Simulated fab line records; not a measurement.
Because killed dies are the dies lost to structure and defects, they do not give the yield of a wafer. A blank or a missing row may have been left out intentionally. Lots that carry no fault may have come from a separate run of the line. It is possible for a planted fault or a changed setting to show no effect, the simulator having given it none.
Chamber matching :: flow nand harc :: NHARC_A_STAIRCASE_TRIM_196 on rie diel-04: 4 sister chambers
The step chemistry O2, time 211.2 s. 14 wafers are shown with their chamber, then 7 later ones without.

WAFERS, EACH WITH ITS CHAMBER
wafer: L076.2
chamber: 0
showerhead plenum p Torr (Torr): 3.29
drypump motor current A (A): 5.6
oes product au (a.u.): 1.019

wafer: L076.3
chamber: 2
showerhead plenum p Torr (Torr): 3.54
drypump motor current A (A): 5.7
oes product au (a.u.): 0.994

wafer: L076.4
chamber: 1
showerhead plenum p Torr (Torr): 3.80
drypump motor current A (A): 5.8
oes product au (a.u.): 1.005

wafer: L075.3
chamber: 2
showerhead plenum p Torr (Torr): 3.54
drypump motor current A (A): 5.7
oes product au (a.u.): 0.993

wafer: L075.5
chamber: 2
showerhead plenum p Torr (Torr): 3.54
drypump motor current A (A): 5.7
oes product au (a.u.): 0.997

wafer: L075.6
chamber: 3
showerhead plenum p Torr (Torr): 3.50
drypump motor current A (A): 6.3
oes product au (a.u.): 1.001

wafer: L077.3
chamber: 0
showerhead plenum p Torr (Torr): 3.29
drypump motor current A (A): 5.6
oes product au (a.u.): 0.999

wafer: L077.4
chamber: 1
showerhead plenum p Torr (Torr): 3.80
drypump motor current A (A): 5.8
oes product au (a.u.): 1.003

wafer: L077.5
chamber: 3
showerhead plenum p Torr (Torr): 3.49
drypump motor current A (A): 6.3
oes product au (a.u.): 1.007

wafer: L080.1
chamber: 0
showerhead plenum p Torr (Torr): 3.28
drypump motor current A (A): 5.6
oes product au (a.u.): 1.008

wafer: L080.4
chamber: 3
showerhead plenum p Torr (Torr): 3.49
drypump motor current A (A): 6.3
oes product au (a.u.): 1.001

wafer: L080.5
chamber: 2
showerhead plenum p Torr (Torr): 3.53
drypump motor current A (A): 5.7
oes product au (a.u.): 0.992

wafer: L087.2
chamber: 1
showerhead plenum p Torr (Torr): 3.78
drypump motor current A (A): 5.7
oes product au (a.u.): 1.000

wafer: L087.3
chamber: 0
showerhead plenum p Torr (Torr): 3.28
drypump motor current A (A): 5.6
oes product au (a.u.): 1.000

SIGNATURES (averages over the wafers above)
reading: showerhead plenum p Torr
chamber 0: 3.2850
chamber 1: 3.7933
chamber 2: 3.5375
chamber 3: 3.4933
scatter within a chamber: 0.00713

reading: drypump motor current A
chamber 0: 5.600
chamber 1: 5.767
chamber 2: 5.700
chamber 3: 6.300
scatter within a chamber: 0.0258

reading: oes product au
chamber 0: 1.00650
chamber 1: 1.00267
chamber 2: 0.99400
chamber 3: 1.00300
scatter within a chamber: 0.00555
Rule: a wafer's distance from a chamber is the root of the sum, over the readings, of the square of ((its reading less the chamber's mean) divided by the reading's scatter). The wafer belongs to the nearest chamber; if the next one is less than 2 further off, it can't be placed. The scatter: take each reading less its chamber's mean, square it, sum over the shown wafers, divide by the number of wafers less the number of chambers, and take the root.

WAFERS WITHOUT THEIR CHAMBER
wafer: L087.4
showerhead plenum p Torr (Torr): 3.27
drypump motor current A (A): 5.6
oes product au (a.u.): 1.004

wafer: L093.1
showerhead plenum p Torr (Torr): 3.51
drypump motor current A (A): 5.7
oes product au (a.u.): 0.996

wafer: L093.2
showerhead plenum p Torr (Torr): 3.47
drypump motor current A (A): 6.3
oes product au (a.u.): 1.005

wafer: L093.3
showerhead plenum p Torr (Torr): 3.77
drypump motor current A (A): 5.7
oes product au (a.u.): 1.001

wafer: L094.2
showerhead plenum p Torr (Torr): 3.80
drypump motor current A (A): 5.6
oes product au (a.u.): 0.991

wafer: L094.3
showerhead plenum p Torr (Torr): 3.51
drypump motor current A (A): 5.7
oes product au (a.u.): 0.985

wafer: L094.5
showerhead plenum p Torr (Torr): 3.46
drypump motor current A (A): 6.3
oes product au (a.u.): 1.007

CHAMBER TAKEN BY EACH
wafer: L087.4
from the rows above: 0
in truth: 0

wafer: L093.1
from the rows above: 2
in truth: 2

wafer: L093.2
from the rows above: 3
in truth: 3

wafer: L093.3
from the rows above: 1
in truth: 1

wafer: L094.2
from the rows above: 1
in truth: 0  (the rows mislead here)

wafer: L094.3
from the rows above: 2
in truth: 2

wafer: L094.5
from the rows above: 3
in truth: 3
Placed correctly: 6 of 7. Left unplaced by these rows: 0. 1 placed wrongly.
